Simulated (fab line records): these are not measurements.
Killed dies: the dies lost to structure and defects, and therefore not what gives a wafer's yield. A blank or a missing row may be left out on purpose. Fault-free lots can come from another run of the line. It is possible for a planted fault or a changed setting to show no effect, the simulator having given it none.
Matching of chambers ; flow nandHarc ; rieDiel-12 running NHARC_P_GATE_STRIP_108: 4 sister chambers
The step strips in O2. 4 wafers are shown with their chamber, then 8 later ones without.

== EACH WAFER AND ITS CHAMBER ==
wafer;chamber;showerheadPlenumPTorr (Torr)
L083.3;3;3.41
L085.3;1;3.65
L085.5;0;3.77
L088.1;2;3.76

== WAFERS WHOSE CHAMBER IS MISSING ==
wafer;showerheadPlenumPTorr (Torr)
L088.3;3.64
L088.6;3.77
L089.1;3.76
L089.4;3.64
L089.5;3.64
L094.1;3.64
L094.2;3.41
L094.5;3.77

== EACH ONE'S CHAMBER ==
wafer;from the rows above;in truth
L088.3;1;1
L088.6;can't be placed: 0 or 2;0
L089.1;can't be placed: 2 or 0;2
L089.4;1;1
L089.5;1;1
L094.1;1;1
L094.2;3;3
L094.5;can't be placed: 0 or 2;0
Correct placement for 5 of the 8. Cannot be placed on the basis of these rows: 3; the candidates contain the true chamber in 3. Placed wrongly: 0.
How it was worked out, from the rows above alone: a wafer's distance from a chamber is the root of the sum, over the readings, of the square of ((its reading less the chamber's mean) divided by the reading's scatter). If the next closest chamber is less than 2 further off than the closest, the wafer can't be placed; otherwise it belongs to the closest. For every chamber, the mean is computed from those of its wafers that are shown. The scatter (one wafer shown for each chamber): square how far every hidden wafer sits from the nearest shown wafer, average those squares and take the square root.
